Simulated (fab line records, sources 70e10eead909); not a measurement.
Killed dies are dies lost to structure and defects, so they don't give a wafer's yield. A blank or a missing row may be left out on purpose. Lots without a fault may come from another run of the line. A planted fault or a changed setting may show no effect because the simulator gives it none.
Chamber matching | flow nand_harc | NHARC_P_M1_PRE_CLEAN_32 on pecvd-03: 3 sister chambers
The step time 12 s. 3 wafers are shown with their chamber, then 9 later ones without.

WAFERS WITH THEIR CHAMBER
wafer  | chamber | heater_power_w (W)
L086.1 | 0       | 640
L088.3 | 1       | 666
L088.4 | 2       | 651

WAFERS WITHOUT THEIR CHAMBER
wafer  | heater_power_w (W)
L090.1 | 639
L090.3 | 638
L090.5 | 638
L093.1 | 542
L093.5 | 606
L093.6 | 532
L096.1 | 653
L096.3 | 660
L096.6 | 573

WHICH CHAMBER EACH WENT THROUGH
wafer  | from the rows above          | in truth
L090.1 | can't be placed: 0 or 2 or 1 | 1
L090.3 | can't be placed: 0 or 2 or 1 | 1
L090.5 | can't be placed: 0 or 2 or 1 | 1
L093.1 | can't be placed: 0 or 2 or 1 | 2
L093.5 | can't be placed: 0 or 2 or 1 | 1
L093.6 | can't be placed: 0 or 2 or 1 | 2
L096.1 | can't be placed: 2 or 0 or 1 | 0
L096.3 | can't be placed: 1 or 2 or 0 | 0
L096.6 | can't be placed: 0 or 2 or 1 | 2
Placed correctly: 0 of 9. Can't be placed from these rows: 9 (the true chamber is among the candidates in 9). Placed wrongly: 0.
How it was worked out, from the rows above alone: a wafer's distance from a chamber is the root of the sum, over the readings, of the square of ((its reading less the chamber's mean) divided by the reading's scatter). The wafer belongs to the nearest chamber; if the next one is less than 2 further off, it can't be placed. A chamber's mean is the mean of its shown wafers. The scatter: with one shown wafer a chamber, the root of the mean of the squares of how far each hidden wafer lies from its nearest shown one.
